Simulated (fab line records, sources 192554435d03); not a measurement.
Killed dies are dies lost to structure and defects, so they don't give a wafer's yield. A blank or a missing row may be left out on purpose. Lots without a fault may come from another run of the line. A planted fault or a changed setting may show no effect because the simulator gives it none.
Chamber matching | flow n5_finfet | N5_FIN_CUT_CUT_ETCH_28 on rie_si-04: 4 sister chambers
The step etches Si in HBr/Cl2/O2, target depth 6 nm, time 2.4 s. 4 wafers are shown with their chamber, then 7 later ones without.

WAFERS WITH THEIR CHAMBER
wafer  | chamber | throttle_valve_pct (%)
L080.3 | 1       | 37.7
L085.1 | 3       | 37.1
L087.1 | 2       | 37.2
L087.5 | 0       | 37.0

WAFERS WITHOUT THEIR CHAMBER
wafer  | throttle_valve_pct (%)
L087.6 | 37.1
L088.4 | 37.7
L088.5 | 37.7
L088.6 | 37.2
L094.1 | 37.6
L094.4 | 37.0
L094.5 | 36.9

WHICH CHAMBER EACH WENT THROUGH
wafer  | from the rows above          | in truth
L087.6 | can't be placed: 3 or 0 or 2 | 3
L088.4 | 1                            | 1
L088.5 | 1                            | 1
L088.6 | can't be placed: 2 or 3      | 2
L094.1 | 1                            | 1
L094.4 | can't be placed: 0 or 3      | 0
L094.5 | can't be placed: 0 or 3      | 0
Placed correctly: 3 of 7. Can't be placed from these rows: 4 (the true chamber is among the candidates in 4). Placed wrongly: 0.
How it was worked out, from the rows above alone: a wafer's distance from a chamber is the root of the sum, over the readings, of the square of ((its reading less the chamber's mean) divided by the reading's scatter). The wafer belongs to the nearest chamber; if the next one is less than 2 further off, it can't be placed. A chamber's mean is the mean of its shown wafers. The scatter: with one shown wafer a chamber, the root of the mean of the squares of how far each hidden wafer lies from its nearest shown one.
